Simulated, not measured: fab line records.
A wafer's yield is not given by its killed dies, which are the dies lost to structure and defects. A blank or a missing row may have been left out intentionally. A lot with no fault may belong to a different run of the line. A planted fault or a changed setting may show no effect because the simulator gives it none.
fab line records	flow nandHarc
[record] lots = 13	wafers = 39	lastDay = 33
route steps=1302 shown A_BLC@1121 A_M0@1142 END@1302
lots that met no fault: taken from a fault-free run of the same line
startH: hours from the record's opening day to when the first of the lot's shown wafers began	waitH: time in hours since the lot's previous step	" same as the row above	L1.1+2: a row that stands for several wafers	- no value present, or no start provided	* or withheld: withheld	< > ~ a bound
route shown NAME@n: names a module that has steps shown in the file, with the first one's number in the route	usual: the fault-free wafers' mean and standard deviation	same: alike in all rows	chamber/n: place in a boat	sites: the reading at each site	_std_site: their standard deviation	_edge_site: mean of outer sites minus mean of inner sites	radiusMm: how far each site lies from the wafer's centre	mask NAME#n: copy n	behind: tool/chamber where the wafer was last shaped	hold: the reason the lot was held/the length of the hold in hours/how it ended	device: which transistor (n, p or np) failed to switch	end of line: the same wafers' tests at the end of the route	for a step that has no rows: nothing shown but its recipe	killed: dies that structure and defects cost at the first sort, which is not the same as the wafer's yield	map: dies across one wafer; x = killed, . = not, _ = none there
set.NAME: the setting the step ran with; set.NAME@STEP: the setting that earlier step ran with	model.NAME: the simulator's own value behind a step, which no gauge read
the route's steps for a sample of lots (tables are steps, rows are wafers)
services: when a tool's chamber went out of use (startH, in hours from the record's first day, below 0 if earlier), for how many hours, and the reason
[[steps]]
[step NHARC_A_BLC_ETCH_16]
[recipe] targetDepthA = 390	overEtchFrac = 0.3	timeS = 65	ionEnergyEv = 80	cf4FlowSccm = 150	arFlowSccm = 0	rfW = 300	biasW = 100	chemistry = CF4
[usual] drypumpMotorCurrentA = 5.9/0.62	oesProductAu = 0.999/0.01	rfVppV = 150.5/1.1	showerheadPlenumPTorr = 1.71/0.05	throttleValvePct = 13.284/0.0086
lot.wafer	tool	chamber	startH	waitH	drypumpMotorCurrentA	oesProductAu	rfHoursCounterH	rfVppV	showerheadPlenumPTorr	throttleValvePct
L575.4	rieDiel-09	2	531.85	0.1	5.2	1.008	5	149.1	1.71	13.286
L575.1	"	3	"	"	5.6	1.011	7	151.7	1.80	13.269
L575.6	"	1	"	"	6.0	1.000	-	153.1	1.82	13.287
L576.4	rieDiel-06	2	545.20	0.1	6.0	1.008	4	151.5	1.74	13.287
L576.2	"	3	"	"	4.9	1.004	4	150.2	1.66	13.299
L576.3	"	0	"	"	6.8	1.003	3	150.2	1.70	13.284
L580.4	rieDiel-08	2	590.95	0.1	5.9	0.977	4	149.9	1.74	13.280
L580.2	"	3	"	"	5.7	0.987	4	151.2	1.82	13.279
L580.1	"	1	"	"	6.5	0.991	4	151.6	1.70	13.275
L581.3	rieDiel-06	0	592.78	0.1	6.8	1.000	7	150.7	1.69	13.289
L581.1	"	1	"	"	6.2	0.994	7	149.8	1.65	13.282
L581.5	"	2	"	"	6.0	1.030	-	152.6	1.73	13.265
L582.4	rieDiel-08	0	607.87	0.1	5.1	1.000	6	151.3	1.72	13.281
L582.2	"	2	"	"	5.9	0.989	6	151.3	1.74	13.280
L582.5	"	0	"	"	5.0	0.994	-	149.9	1.72	13.292
L584.4	rieDiel-06	3	636.40	0.1	4.9	1.005	8	149.8	1.66	13.281
L584.1	"	1	"	"	6.2	1.001	8	149.6	1.65	13.275
L584.6	"	0	"	"	6.8	0.997	-	151.3	1.69	13.286
L587.2	rieDiel-06	3	639.62	0.1	4.9	1.015	9	148.7	1.66	13.291
L587.5	"	3	"	"	4.9	1.015	-	149.4	1.66	13.282
L587.6	"	0	"	"	6.8	0.989	-	149.3	1.69	13.290
L589.2	rieDiel-08	2	668.48	0.1	5.9	1.002	11	151.6	1.73	13.286
L589.4	"	1	"	"	6.5	1.002	11	149.7	1.70	13.283
L589.5	"	2	"	"	5.9	0.990	-	150.6	1.73	13.262
L592.1	rieDiel-08	2	691.54	0.1	5.9	0.991	13	152.1	1.73	13.281
L592.4	"	0	"	"	5.0	0.996	13	151.3	1.72	13.289
L592.6	"	2	"	"	6.0	0.982	-	150.6	1.73	13.293
L595.4	rieDiel-06	3	724.66	0.1	4.9	0.984	4	148.8	1.66	13.283
L595.3	"	0	"	"	6.8	0.993	3	149.4	1.69	13.272
L595.5	"	2	"	"	6.0	1.009	-	151.3	1.73	13.278
L594.3	rieDiel-06	1	726.68	0.1	6.2	1.013	4	148.5	1.65	13.278
L594.1	"	3	"	"	4.9	0.992	4	148.7	1.66	13.283
L594.6	"	2	"	"	6.0	0.999	-	149.0	1.73	13.273
L596.1	rieDiel-08	3	738.69	0.1	5.7	0.996	0	152.1	1.81	13.291
L596.4	"	0	"	"	5.0	1.016	0	150.2	1.72	13.292
L596.6	"	3	"	"	5.7	1.000	-	152.9	1.81	13.282
L597.3	rieDiel-06	1	739.69	0.1	6.2	0.996	4	150.2	1.65	13.297
L597.4	"	3	"	"	4.9	0.990	5	149.6	1.66	13.264
L597.6	"	2	"	"	6.0	1.005	-	149.8	1.73	13.275
[step NHARC_A_BLC_CD_MEAS_19]
[usual] cdNm = 99.7/2
lot.wafer	tool	chamber	startH	waitH	cdNm
L575.1	cdSem-02	-	532.73	-	97.2
L575.4	"	-	"	"	102.0
L575.6	"	-	"	"	96.7
L576.2	cdSem-03	-	546.08	-	99.5
L576.3	"	-	"	"	101.1
L576.4	"	-	"	"	98.8
L580.1	cdSem-02	-	591.82	-	98.4
L580.2	"	-	"	"	99.6
L580.4	"	-	"	"	97.6
L581.1	cdSem-01	-	593.65	-	99.0
L581.3	"	-	"	"	103.7
L581.5	"	-	"	"	99.4
L582.2	cdSem-02	-	608.81	-	99.7
L582.4	"	-	"	"	102.0
L582.5	"	-	"	"	100.2
L584.1	cdSem-01	-	637.28	-	99.1
L584.4	"	-	"	"	101.9
L584.6	"	-	"	"	99.8
L587.2	cdSem-03	-	640.99	-	98.7
L587.5	"	-	"	"	99.0
L587.6	"	-	"	"	101.6
L589.2	cdSem-02	-	669.36	-	101.1
L589.4	"	-	"	"	100.8
L589.5	"	-	"	"	98.5
L592.1	cdSem-02	-	692.42	-	99.2
L592.4	"	-	"	"	100.4
L592.6	"	-	"	"	100.2
L595.3	cdSem-02	-	725.54	-	99.4
L595.4	"	-	"	"	102.8
L595.5	"	-	"	"	100.0
L594.1	cdSem-01	-	727.57	-	98.7
L594.3	"	-	"	"	102.1
L594.6	"	-	"	"	101.0
L596.1	cdSem-02	-	739.56	-	97.2
L596.4	"	-	"	"	99.9
L596.6	"	-	"	"	98.3
L597.3	cdSem-02	-	740.58	-	103.1
L597.4	"	-	"	"	102.3
L597.6	"	-	"	"	104.0
[step NHARC_A_BLC_DEGAS_30]
[recipe] tempC = 300	timeS = 60
[usual] heaterPowerW = 450/48
lot.wafer	tool	chamber	startH	waitH	heaterPowerW
L575.4	pvdSputter-01	-	533.34	-	418
L575.1	"	-	"	"	349
L575.6	"	-	"	"	421
L576.2	pvdSputter-02	-	546.68	-	507
L576.3	"	-	"	"	452
L576.4	"	-	"	"	404
L580.1	pvdSputter-01	-	592.42	-	506
L580.4	"	-	"	"	467
L580.2	"	-	"	"	449
L581.3	pvdSputter-03	-	594.25	-	485
L581.1	"	-	"	"	444
L581.5	"	-	"	"	481
L582.4	pvdSputter-02	-	609.41	-	510
L582.2	"	-	"	"	468
L582.5	"	-	"	"	403
L584.4	pvdSputter-01	-	637.89	-	502
L584.1	"	-	"	"	466
L584.6	"	-	"	"	515
L587.2	pvdSputter-03	-	641.61	-	418
L587.5	"	-	"	"	481
L587.6	"	-	"	"	435
L589.2	pvdSputter-02	-	669.98	-	461
L589.4	"	-	"	"	399
L589.5	"	-	"	"	399
L592.4	pvdSputter-02	-	693.03	-	458
L592.1	"	-	"	"	394
L592.6	"	-	"	"	534
L595.3	pvdSputter-03	-	726.14	-	424
L595.4	"	-	"	"	489
L595.5	"	-	"	"	415
L594.3	pvdSputter-01	-	728.18	-	512
L594.1	"	-	"	"	472
L594.6	"	-	"	"	435
L596.1	pvdSputter-03	-	740.16	-	479
L596.4	"	-	"	"	423
L596.6	"	-	"	"	415
L597.3	pvdSputter-01	-	741.17	-	455
L597.4	"	-	"	"	363
L597.6	"	-	"	"	446
[step NHARC_A_M0_SOFTBAKE_04]
[recipe] tempC = 105	timeS = 55
[usual] heaterPowerTotalW = 188.45/0.14
lot.wafer	tool	chamber	startH	waitH	heaterPowerTotalW
L575.1	lithoTrack-01	0	535	-	188.33
L575.4	"	0	"	"	188.50
L575.6	"	0	"	"	188.82
L576.2	lithoTrack-04	0	548	-	188.40
L576.3	"	0	"	"	188.62
L576.4	"	0	"	"	188.63
L580.1	lithoTrack-04	0	594	-	188.34
L580.2	"	0	"	"	188.49
L580.4	"	0	"	"	188.47
L581.1	lithoTrack-06	0	596	-	188.28
L581.3	"	0	"	"	188.47
L581.5	"	0	"	"	188.28
L582.2	lithoTrack-01	0	611	-	188.44
L582.4	"	0	"	"	188.67
L582.5	"	0	"	"	188.28
L584.1	lithoTrack-04	0	640	-	188.57
L584.4	"	0	"	"	188.72
L584.6	"	0	"	"	188.78
L587.2	lithoTrack-04	0	643	-	188.34
L587.5	"	0	"	"	188.37
L587.6	"	0	"	"	188.32
L589.2	lithoTrack-04	0	671	-	175.07
L589.4	"	0	"	"	175.21
L589.5	"	0	"	"	175.16
L592.1	lithoTrack-04	0	694	-	175.36
L592.4	"	0	"	"	175.19
L592.6	"	0	"	"	175.23
L595.3	lithoTrack-01	0	728	-	188.74
L595.4	"	0	"	"	188.42
L595.5	"	0	"	"	188.52
L594.1	lithoTrack-06	0	730	-	188.40
L594.3	"	0	"	"	188.40
L594.6	"	0	"	"	188.44
L596.1	lithoTrack-01	0	742	-	188.31
L596.4	"	0	"	"	188.59
L596.6	"	0	"	"	188.53
L597.3	lithoTrack-01	0	743	-	188.70
L597.4	"	0	"	"	188.61
L597.6	"	0	"	"	188.28
[step NHARC_END_SORT_01]
[recipe] tempC = 25
[usual] defectLimitedYield = 90.9/2.8	killedAtArray = 57/20	killedAtOther = 1.3/1.4	killedAtPeriphery = 3.4/2.4	killedDies = 61/19	killedOpen = 2.9/1.8	killedShort = 2.5/1.6
[same] grossDies = 677
lot.wafer	tool	chamber	startH	waitH	defectLimitedYield[%]	killedAtArray	killedAtOther	killedAtPeriphery	killedDies	killedOpen	killedShort
L575.1	prober-01	0	577.00	2.5	87.7	82	0	1	83	5	2
L575.4	prober-01	0	579.41	3.4	88.2	76	1	3	80	3	2
L575.6	prober-01	0	581.02	4.0	90.0	62	2	4	68	6	3
L576.2	prober-01	0	589.79	2.8	96.0	22	2	3	27	0	2
L576.3	prober-01	0	590.57	3.1	94.7	25	4	7	36	3	3
L576.4	prober-01	0	591.36	3.4	94.2	34	1	4	39	3	7
L581.1	prober-02	0	635.76	2.5	92.8	45	0	4	49	1	3
L581.3	prober-02	0	637.37	3.1	89.1	70	0	4	74	2	1
L581.5	prober-02	0	638.99	3.7	89.1	72	0	2	74	5	2
L580.1	prober-01	0	635.77	2.5	92.0	50	1	3	54	3	1
L580.2	prober-01	0	636.59	2.8	91.4	56	0	2	58	0	1
L580.4	prober-01	0	638.22	3.5	90.1	64	0	3	67	2	1
L582.2	prober-02	0	652.95	2.8	85.7	94	1	2	97	3	3
L582.4	prober-02	0	654.56	3.4	84.2	99	2	6	107	1	4
L582.5	prober-02	0	655.37	3.7	86.4	86	3	3	92	7	5
L584.1	prober-01	0	679.90	2.5	92.5	51	0	0	51	0	2
L584.4	prober-01	0	682.29	3.4	91.3	57	0	2	59	2	2
L584.6	prober-01	0	683.87	4.0	92.9	48	0	0	48	1	3
L587.2	prober-02	0	680.75	2.8	85.2	98	0	2	100	6	5
L587.5	prober-02	0	683.18	3.7	85.8	94	2	0	96	3	5
L587.6	prober-02	0	683.99	4.0	85.4	98	0	1	99	1	3
L589.2	prober-02	0	712.65	2.8	91.3	55	1	3	59	4	1
L589.4	prober-02	0	714.26	3.4	90.5	63	0	1	64	0	2
L589.5	prober-02	0	715.06	3.7	92.0	52	0	2	54	3	4
L592.1	prober-01	0	734.41	2.5	91.4	46	1	11	58	4	2
L592.4	prober-01	0	736.76	3.4	93.5	41	0	3	44	2	3
L592.6	prober-01	0	738.34	3.9	92.3	45	2	5	52	6	2
L594.1	prober-02	0	770.57	2.5	91.1	59	0	1	60	3	2
L594.3	prober-02	0	772.18	3.1	91.6	55	1	1	57	2	0
L594.6	prober-02	0	774.59	4.0	90.5	61	1	2	64	3	2
L595.3	prober-01	0	779.86	3.1	85.5	93	2	3	98	3	1
L595.4	prober-01	0	780.66	3.4	85.4	90	4	5	99	4	0
L595.5	prober-01	0	781.45	3.7	86.7	86	2	2	90	2	0
L596.1	prober-02	0	784.41	2.6	90.5	60	2	2	64	4	2
L596.4	prober-02	0	786.81	3.4	88.6	75	1	1	77	1	1
L596.6	prober-02	0	788.40	4.0	87.3	84	1	1	86	2	2
L597.3	prober-01	0	787.64	3.1	92.8	43	4	2	49	2	0
L597.4	prober-01	0	788.43	3.4	94.5	33	2	2	37	2	1
L597.6	prober-01	0	790.01	4.0	92.3	46	3	3	52	5	4
// killed by level:class
L575.1 A_CHANNEL_HOLE_D2:chamberFilmFlake=38 A_CHANNEL_HOLE_D1:chamberFilmFlake=28 A_ZERO_WELL:chamberFilmFlake=3 A_BONDPAD:chamberFilmFlake=2 A_WL_FILL:chamberFilmFlake=2 A_CONTACT:chamberFilmFlake=2 P_M0:geometricParticle:open=1 A_SOURCE_PLATE:geometricParticle:open=1
L575.4 A_CHANNEL_HOLE_D2:chamberFilmFlake=32 A_CHANNEL_HOLE_D1:chamberFilmFlake=27 A_CHANNEL_FILL_D1:chamberFilmFlake=4 A_CONTACT:chamberFilmFlake=4 A_WL_FILL:chamberFilmFlake=3 P_STI:chamberFilmFlake=2 P_CONTACT:geometricParticle:open=1 A_SOURCE_PLATE:geometricParticle:short=1
L575.6 A_CHANNEL_HOLE_D2:chamberFilmFlake=23 A_CHANNEL_HOLE_D1:chamberFilmFlake=20 A_CONTACT:chamberFilmFlake=6 P_CONTACT:geometricParticle:open=2 A_CHANNEL_FILL_D1:chamberFilmFlake=2 A_DECK1_JOINT:chamberFilmFlake=2 P_M0:geometricParticle:short=1 P_M1:geometricParticle:open=1
L576.2 A_CHANNEL_HOLE_D1:chamberFilmFlake=5 A_CHANNEL_HOLE_D2:chamberFilmFlake=5 A_STAIRCASE:chamberFilmFlake=4 A_M0:geometricParticle:short=2 P_M1:chamberFilmFlake=2 A_SLIT:chamberFilmFlake=2 A_CONTACT:chamberFilmFlake=2 THIN_TSV:chamberFilmFlake=2
L576.3 A_CHANNEL_HOLE_D2:chamberFilmFlake=8 A_CHANNEL_HOLE_D1:chamberFilmFlake=6 P_STI:chamberFilmFlake=3 P_M1:chamberFilmFlake=3 THIN_TSV:chamberFilmFlake=3 A_M1:chamberFilmFlake=2 A_CHANNEL_FILL_D1:geometricParticle:short=1 A_DECK1_JOINT:geometricParticle:open=1
L576.4 A_CHANNEL_HOLE_D1:chamberFilmFlake=8 A_CHANNEL_HOLE_D2:chamberFilmFlake=5 A_M0:geometricParticle:short=4 A_SLIT:chamberFilmFlake=3 A_CONTACT:chamberFilmFlake=3 P_STI:chamberFilmFlake=2 P_GATE:chamberFilmFlake=2 A_DECK1_JOINT:chamberFilmFlake=2
L581.1 A_CHANNEL_HOLE_D2:chamberFilmFlake=17 A_CHANNEL_HOLE_D1:chamberFilmFlake=15 P_CONTACT:chamberFilmFlake=3 A_M0:chamberFilmFlake=3 A_SLIT:chamberFilmFlake=2 A_WL_FILL:chamberFilmFlake=2 A_DECK1_JOINT:geometricParticle:open=1 A_ONON_D2:geometricParticle:short=1
L580.1 A_SLIT:chamberFilmFlake=22 A_CHANNEL_HOLE_D2:chamberFilmFlake=10 A_STAIRCASE:chamberFilmFlake=7 A_CHANNEL_HOLE_D1:chamberFilmFlake=6 P_ZERO_WELL:chamberFilmFlake=2 A_ONON_D1:geometricParticle:open=1 A_STAIRCASE:geometricParticle:open=1 A_STAIRCASE:geometricParticle:short=1
L580.2 A_SLIT:chamberFilmFlake=23 A_CHANNEL_HOLE_D2:chamberFilmFlake=10 A_STAIRCASE:chamberFilmFlake=7 A_CONTACT:chamberFilmFlake=7 A_M0:chamberFilmFlake=3 A_CHANNEL_HOLE_D1:chamberFilmFlake=3 A_SGD_CUT:geometricParticle:short=1 P_STI:chamberFilmFlake=1
L581.3 A_CHANNEL_HOLE_D2:chamberFilmFlake=34 A_CHANNEL_HOLE_D1:chamberFilmFlake=27 P_CONTACT:chamberFilmFlake=3 A_CONTACT:chamberFilmFlake=2 A_M0:chamberFilmFlake=2 P_STI:geometricParticle:short=1 A_ONON_D1:geometricParticle:open=1 A_ONON_D2:geometricParticle:open=1
L580.4 A_SLIT:chamberFilmFlake=31 A_CHANNEL_HOLE_D2:chamberFilmFlake=16 A_STAIRCASE:chamberFilmFlake=6 A_M0:chamberFilmFlake=4 P_ZERO_WELL:chamberFilmFlake=3 A_WL_FILL:geometricParticle:open=2 A_CONTACT:chamberFilmFlake=2 A_ONON_D2:geometricParticle:short=1
L581.5 A_CHANNEL_HOLE_D2:chamberFilmFlake=33 A_CHANNEL_HOLE_D1:chamberFilmFlake=29 A_CONTACT:chamberFilmFlake=3 P_M2:geometricParticle:open=1 A_ONON_D1:geometricParticle:open=1 A_ONON_D2:geometricParticle:short=1 A_SLIT:geometricParticle:open=1 A_WL_FILL:geometricParticle:short=1
L582.2 A_CHANNEL_HOLE_D1:chamberFilmFlake=30 A_CHANNEL_HOLE_D2:chamberFilmFlake=27 A_SLIT:chamberFilmFlake=27 A_CONTACT:chamberFilmFlake=4 P_M0:geometricParticle:open=1 A_ONON_D1:geometricParticle:open=1 A_CHANNEL_FILL_D1:geometricParticle:short=1 A_DECK1_JOINT:geometricParticle:short=1
L582.4 A_CHANNEL_HOLE_D1:chamberFilmFlake=33 A_CHANNEL_HOLE_D2:chamberFilmFlake=30 A_SLIT:chamberFilmFlake=26 P_M1:chamberFilmFlake=4 A_CONTACT:chamberFilmFlake=4 A_STAIRCASE:chamberFilmFlake=2 THIN_TSV:chamberFilmFlake=2 P_GATE:geometricParticle:short=1
L582.5 A_CHANNEL_HOLE_D2:chamberFilmFlake=27 A_SLIT:chamberFilmFlake=25 A_CHANNEL_HOLE_D1:chamberFilmFlake=14 A_CONTACT:chamberFilmFlake=7 A_STAIRCASE:chamberFilmFlake=3 A_CHANNEL_FILL_D1:geometricParticle:open=2 A_CHANNEL_FILL_D1:geometricParticle:short=2 THIN_TSV:chamberFilmFlake=2
L584.1 A_CHANNEL_HOLE_D1:chamberFilmFlake=22 A_CHANNEL_HOLE_D2:chamberFilmFlake=17 A_STAIRCASE:chamberFilmFlake=3 A_CONTACT:chamberFilmFlake=3 A_SLIT:chamberFilmFlake=2 A_M1:chamberFilmFlake=2 A_DECK1_JOINT:geometricParticle:short=1 A_CHANNEL_FILL_D2:geometricParticle:short=1
L587.2 A_CHANNEL_HOLE_D1:chamberFilmFlake=36 A_SLIT:chamberFilmFlake=36 A_CHANNEL_HOLE_D2:chamberFilmFlake=8 A_WL_FILL:geometricParticle:short=3 A_WL_FILL:chamberFilmFlake=3 A_SGD_CUT:chamberFilmFlake=2 A_STAIRCASE:chamberFilmFlake=2 P_CONTACT:geometricParticle:open=1
L584.4 A_CHANNEL_HOLE_D1:chamberFilmFlake=32 A_CHANNEL_HOLE_D2:chamberFilmFlake=13 A_CONTACT:chamberFilmFlake=4 A_M1:chamberFilmFlake=3 P_CONTACT:geometricParticle:short=1 A_CHANNEL_FILL_D1:geometricParticle:open=1 A_WL_FILL:geometricParticle:short=1 A_M0:geometricParticle:open=1
L587.5 A_CHANNEL_HOLE_D1:chamberFilmFlake=32 A_SLIT:chamberFilmFlake=30 A_CHANNEL_HOLE_D2:chamberFilmFlake=15 A_CONTACT:chamberFilmFlake=5 A_SGD_CUT:chamberFilmFlake=3 A_CHANNEL_FILL_D2:geometricParticle:short=2 A_CHANNEL_FILL_D1:geometricParticle:short=1 A_DECK1_JOINT:geometricParticle:open=1
L584.6 A_CHANNEL_HOLE_D1:chamberFilmFlake=21 A_CHANNEL_HOLE_D2:chamberFilmFlake=11 A_CONTACT:chamberFilmFlake=5 A_SLIT:chamberFilmFlake=3 A_ZERO_WELL:chamberFilmFlake=2 A_ONON_D2:geometricParticle:open=1 A_CHANNEL_HOLE_D2:geometricParticle:short=1 A_SGD_CUT:geometricParticle:short=1
L587.6 A_SLIT:chamberFilmFlake=31 A_CHANNEL_HOLE_D1:chamberFilmFlake=31 A_CHANNEL_HOLE_D2:chamberFilmFlake=19 A_CONTACT:chamberFilmFlake=5 A_SGD_CUT:chamberFilmFlake=3 A_STAIRCASE:chamberFilmFlake=2 A_M1:chamberFilmFlake=2 A_ONON_D1:geometricParticle:short=1
L589.2 A_SLIT:chamberFilmFlake=35 A_CHANNEL_HOLE_D1:chamberFilmFlake=8 A_CONTACT:chamberFilmFlake=4 A_WL_FILL:chamberFilmFlake=3 P_CONTACT:geometricParticle:open=1 A_DECK1_JOINT:geometricParticle:open=1 A_DECK1_JOINT:geometricParticle:short=1 A_WL_FILL:geometricParticle:open=1
L589.4 A_SLIT:chamberFilmFlake=33 A_CONTACT:chamberFilmFlake=11 A_SGD_CUT:chamberFilmFlake=7 A_STAIRCASE:chamberFilmFlake=4 A_DECK1_JOINT:chamberFilmFlake=2 A_CHANNEL_HOLE_D1:chamberFilmFlake=2 A_SOURCE_PLATE:geometricParticle:short=1 A_WL_FILL:geometricParticle:short=1
L589.5 A_SLIT:chamberFilmFlake=25 A_CHANNEL_HOLE_D1:chamberFilmFlake=5 A_STAIRCASE:chamberFilmFlake=4 A_CONTACT:chamberFilmFlake=4 A_SGD_CUT:chamberFilmFlake=3 A_CHANNEL_FILL_D2:geometricParticle:short=2 P_BONDPAD:chamberFilmFlake=2 A_DECK1_JOINT:chamberFilmFlake=2
L592.1 A_CHANNEL_HOLE_D2:chamberFilmFlake=25 A_CHANNEL_HOLE_D1:chamberFilmFlake=14 P_STI:chamberFilmFlake=4 P_M2:chamberFilmFlake=3 P_ZERO_WELL:chamberFilmFlake=2 A_CHANNEL_FILL_D1:chamberFilmFlake=2 P_GATE:geometricParticle:open=1 P_CONTACT:geometricParticle:open=1
L592.4 A_CHANNEL_HOLE_D2:chamberFilmFlake=19 A_CHANNEL_HOLE_D1:chamberFilmFlake=11 A_SLIT:chamberFilmFlake=4 A_WL_FILL:geometricParticle:short=2 P_M2:chamberFilmFlake=2 A_DECK1_JOINT:chamberFilmFlake=2 P_M0:geometricParticle:short=1 A_DECK1_JOINT:geometricParticle:open=1
L592.6 A_CHANNEL_HOLE_D2:chamberFilmFlake=25 A_CHANNEL_HOLE_D1:chamberFilmFlake=11 P_GATE:geometricParticle:open=3 A_SLIT:chamberFilmFlake=3 A_CONTACT:chamberFilmFlake=3 P_CONTACT:geometricParticle:open=1 P_M0:geometricParticle:open=1 A_WL_FILL:geometricParticle:short=1
L594.1 A_CHANNEL_HOLE_D2:chamberFilmFlake=32 A_CHANNEL_HOLE_D1:chamberFilmFlake=12 A_SLIT:chamberFilmFlake=8 A_DECK1_JOINT:chamberFilmFlake=2 P_CONTACT:geometricParticle:open=1 A_CHANNEL_FILL_D2:geometricParticle:short=1 A_WL_FILL:geometricParticle:open=1 A_WL_FILL:geometricParticle:short=1
L594.3 A_CHANNEL_HOLE_D2:chamberFilmFlake=25 A_CHANNEL_HOLE_D1:chamberFilmFlake=11 A_SLIT:chamberFilmFlake=10 A_ZERO_WELL:chamberFilmFlake=2 A_CONTACT:chamberFilmFlake=2 A_ONON_D1:geometricParticle:open=1 A_ONON_D2:geometricParticle:open=1 P_ZERO_WELL:chamberFilmFlake=1
L594.6 A_CHANNEL_HOLE_D2:chamberFilmFlake=36 A_CHANNEL_HOLE_D1:chamberFilmFlake=14 A_SLIT:chamberFilmFlake=3 A_M1:geometricParticle:open=2 P_M2:geometricParticle:open=1 A_CHANNEL_HOLE_D2:geometricParticle:short=1 A_SGD_CUT:geometricParticle:short=1 P_ZERO_WELL:chamberFilmFlake=1
L595.3 A_SLIT:chamberFilmFlake=40 A_CHANNEL_HOLE_D2:chamberFilmFlake=22 A_CHANNEL_HOLE_D1:chamberFilmFlake=11 A_CONTACT:chamberFilmFlake=8 A_CHANNEL_FILL_D2:chamberFilmFlake=5 A_WL_FILL:chamberFilmFlake=2 P_GATE:geometricParticle:open=1 A_STAIRCASE:geometricParticle:open=1
L595.4 A_SLIT:chamberFilmFlake=36 A_CHANNEL_HOLE_D2:chamberFilmFlake=29 A_CHANNEL_HOLE_D1:chamberFilmFlake=10 A_CONTACT:chamberFilmFlake=10 P_GATE:chamberFilmFlake=3 THIN_TSV:chamberFilmFlake=3 P_GATE:geometricParticle:open=1 P_M0:geometricParticle:open=1
L595.5 A_SLIT:chamberFilmFlake=38 A_CHANNEL_HOLE_D2:chamberFilmFlake=25 A_CHANNEL_HOLE_D1:chamberFilmFlake=11 A_CONTACT:chamberFilmFlake=8 A_DECK1_JOINT:chamberFilmFlake=2 THIN_TSV:chamberFilmFlake=2 P_M0:geometricParticle:open=1 A_SLIT:geometricParticle:open=1
L596.1 A_SLIT:chamberFilmFlake=23 A_CHANNEL_HOLE_D2:chamberFilmFlake=20 A_CONTACT:chamberFilmFlake=3 A_STAIRCASE:chamberFilmFlake=2 THIN_TSV:chamberFilmFlake=2 A_BLC:chamberFilmFlake=2 A_CHANNEL_FILL_D1:geometricParticle:short=1 P_BONDPAD:geometricParticle:open=1
L596.4 A_CHANNEL_HOLE_D2:chamberFilmFlake=33 A_SLIT:chamberFilmFlake=27 A_STAIRCASE:chamberFilmFlake=5 A_CHANNEL_FILL_D1:chamberFilmFlake=3 A_CHANNEL_HOLE_D1:unspecified=2 A_CHANNEL_HOLE_D1:chamberFilmFlake=2 P_STI:geometricParticle:short=1 A_CONTACT:geometricParticle:open=1
L597.3 A_CHANNEL_HOLE_D1:chamberFilmFlake=17 A_STAIRCASE:chamberFilmFlake=9 A_SLIT:chamberFilmFlake=5 A_M0:chamberFilmFlake=5 A_CONTACT:chamberFilmFlake=4 THIN_TSV:chamberFilmFlake=4 P_M2:geometricParticle:open=1 A_ONON_D1:geometricParticle:open=1
L596.6 A_SLIT:chamberFilmFlake=33 A_CHANNEL_HOLE_D2:chamberFilmFlake=32 A_CONTACT:chamberFilmFlake=4 A_BLC:chamberFilmFlake=4 A_CHANNEL_HOLE_D1:unspecified=2 A_DECK1_JOINT:chamberFilmFlake=2 A_CHANNEL_FILL_D2:chamberFilmFlake=2 A_SOURCE_PLATE:geometricParticle:open=1
L597.4 A_CHANNEL_HOLE_D1:chamberFilmFlake=13 A_SLIT:chamberFilmFlake=8 A_STAIRCASE:chamberFilmFlake=6 A_CONTACT:chamberFilmFlake=3 THIN_TSV:chamberFilmFlake=2 P_M0:geometricParticle:open=1 A_DECK1_JOINT:geometricParticle:short=1 A_M1:geometricParticle:open=1
L597.6 A_CHANNEL_HOLE_D1:chamberFilmFlake=18 A_CONTACT:chamberFilmFlake=8 A_SLIT:chamberFilmFlake=6 A_STAIRCASE:chamberFilmFlake=4 THIN_TSV:chamberFilmFlake=3 A_WL_FILL:geometricParticle:short=2 A_CHANNEL_HOLE_D2:chamberFilmFlake=2 P_CONTACT:geometricParticle:open=1
[[services]]
tool	chamber	startH	hours	kind
pvdSputter-01	-	527.98	5.3	repair
lithoTrack-06	-	529.00	7.0	pm
rieDiel-09	-	533.00	1.8	repair
pvdSputter-03	-	534.32	10.0	pm
rieDiel-08	-	544.80	9.0	pm
lithoTrack-04	-	553.00	7.0	pm
rieDiel-06	1	568.69	5.0	repair
rieDiel-06	3	581.97	6.5	repair
pvdSputter-01	-	582.00	10.0	pm
rieDiel-08	2	628.38	5.5	repair
pvdSputter-02	-	638.00	10.0	pm
rieDiel-06	-	644.38	0.6	repair
rieDiel-06	-	661.20	9.0	pm
rieDiel-08	1	663.81	3.3	repair
rieDiel-09	-	679.82	9.0	pm
lithoTrack-01	-	680.00	7.0	pm
pvdSputter-03	-	691.71	2.1	repair
lithoTrack-06	-	704.00	7.0	pm
pvdSputter-03	-	712.32	10.0	pm
rieDiel-08	-	721.80	9.0	pm
lithoTrack-04	-	728.00	7.0	pm
pvdSputter-01	-	730.29	0.8	repair
pvdSputter-01	-	735.41	2.4	repair
rieDiel-09	1	740.27	1.4	repair
[[key]]
[firstSign] step = NHARC_A_M0_SOFTBAKE_04	reading = heaterPowerTotalW	direction = down	sigmas = 98	usual = *	struck = *
effect none on later readings
metAt NHARC_A_M0_SOFTBAKE_04
struckLots L589,L592
notActingAt NHARC_A_BLC_ETCH_16,NHARC_A_BLC_CD_MEAS_19,NHARC_A_BLC_DEGAS_30
onsetBetween 643 671
[fault] kind = processParameterDrift	tool = lithoTrack-04	chamber = -	onsetH = 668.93	steps = NHARC_A_M0_SOFTBAKE_04	channel = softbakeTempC	offset = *	shape = step	endH = 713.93	actsIn = *	stated = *
